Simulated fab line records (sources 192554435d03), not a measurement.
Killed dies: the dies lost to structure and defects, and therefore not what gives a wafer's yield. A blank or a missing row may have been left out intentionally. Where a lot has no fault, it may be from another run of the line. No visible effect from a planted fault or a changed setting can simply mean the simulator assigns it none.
Struck lot and sound lot, side by side	flow n5Finfet	15 steps out of a route of 1938
Sound: these wafers, L808.3, L808.4, L808.5. Wafers L823.1, L823.5 were the ones struck. At the end, the cause is stated.
Order at every step that has rows: each side's tool, ch and its chambers, its first start. Under that, the readings that differ: sound wafers	struck wafers	difference of the means	sigmas: that difference in standard deviations of wafers without a fault.
alike: same words and numbers on both sides, and readings whose means sit less than 2 such deviations apart. not compared: any withheld reading, any reading some wafer has no value for, any bound like >300 that may hide the same value, and any number with overlapping values for which the record gives no deviation.
A row with sigmas, a row that says differs or no value, or rows on one side alone: a step with any of these is where the two part. Numbers that have no deviation but don't overlap get no sigmas and don't part them. Lack of a reading on every wafer of one side parts them only where that side has two or more wafers.

first, 3 steps without rows for these wafers: N5_BEOL_M13_PRECLEAN_39 (cleans in residue remover, time 60 s); N5_BEOL_M13_SRD_40 (time 30 s, dry time 30 s); N5_BEOL_M13_DEGAS_41 (time 60 s).
N5_BEOL_M13_PRE_CLEAN_42: time 30 s.
  sound: pvdSputter-01 at day 12 23:42; struck: pvdSputter-01 at day 16 22:45
  alike: heaterPowerW
N5_BEOL_M13_SPUTTER_43: material TaN, target thk 15 nm, time 24.19 s.
  sound: pvdSputter-01 at day 12 23:44; struck: pvdSputter-01 at day 16 22:47
  alike: throttleValvePct
N5_BEOL_M13_SPUTTER_44: material Ta, target thk 10 nm, time 16.13 s.
  sound: pvdSputter-01 at day 12 23:49; struck: pvdSputter-01 at day 16 22:52
  alike: throttleValvePct
N5_BEOL_M13_SPUTTER_45: material Cu, target thk 80 nm, time 13.33 s.
  sound: pvdSputter-01 at day 12 23:54; struck: pvdSputter-01 at day 16 22:57
  alike: chuckGasFlowSccm, throttleValvePct
then, 2 steps without rows for these wafers: N5_BEOL_M13_ECD_47 (material Cu, target thk 936 nm); N5_BEOL_M13_ANNEAL_48 (time 90 s).
N5_BEOL_M13_CMP_49: polishes, stops on SiOC, t overpolish 17.1 s, target thk 420 nm.
  sound on cmp-02 ch 0,1,3, day 13 00:43; struck on cmp-02 ch 2,3, day 17 00:17
  alike: barrierFieldEndpointS, clearingPlatenRpm, motorCurrentA, overpolishRunS, slurryFilterDpKPa
N5_BEOL_M13_THK_MEAS_50: measures by xrf.
  sound: filmMetro-01 at day 13 00:59; struck: filmMetro-01 at day 17 00:35
reading	sound	struck	difference	sigmas
M13_THK (nm)	424 417 425	397 409	-19	-3
then, 1 step without rows for these wafers: N5_BEOL_M13_PRE_CLEAN_52 (time 15 s).
N5_BEOL_M13_DEP_53: deposits SiCN from 3MS/NH3, target thk 50 nm, time 17.8 s.
  sound on pecvd-03 ch 0,1,2, day 13 01:02; struck on pecvd-03 ch 2, day 17 00:38
reading	sound	struck	difference	sigmas
model.SiCN_of_BEOL_M13_DEP_53.thkNm (nm)	49.8 50.6 50.6	33.4 34.8	-16.2	
  alike: showerheadPlenumPTorr, throttleValvePct
N5_BEOL_M13_RS_MEAS_54: measures by four-point-probe.
  sound: filmMetro-01 at day 13 01:07; struck: filmMetro-01 at day 17 00:43
reading	sound	struck	difference	sigmas
M13_RS (ohm/sq)	0.0448 0.0454 0.0446	0.0479 0.0462	+0.0021	+3
following that, these wafers have no rows for 1 step: N5_PASSIVATION_PROBE_49.

== WHERE THEY PART ==
Earliest at N5_BEOL_M13_THK_MEAS_50; latest, in this record, at N5_BEOL_M13_RS_MEAS_54.

WHY: whatever the simulator had introduced
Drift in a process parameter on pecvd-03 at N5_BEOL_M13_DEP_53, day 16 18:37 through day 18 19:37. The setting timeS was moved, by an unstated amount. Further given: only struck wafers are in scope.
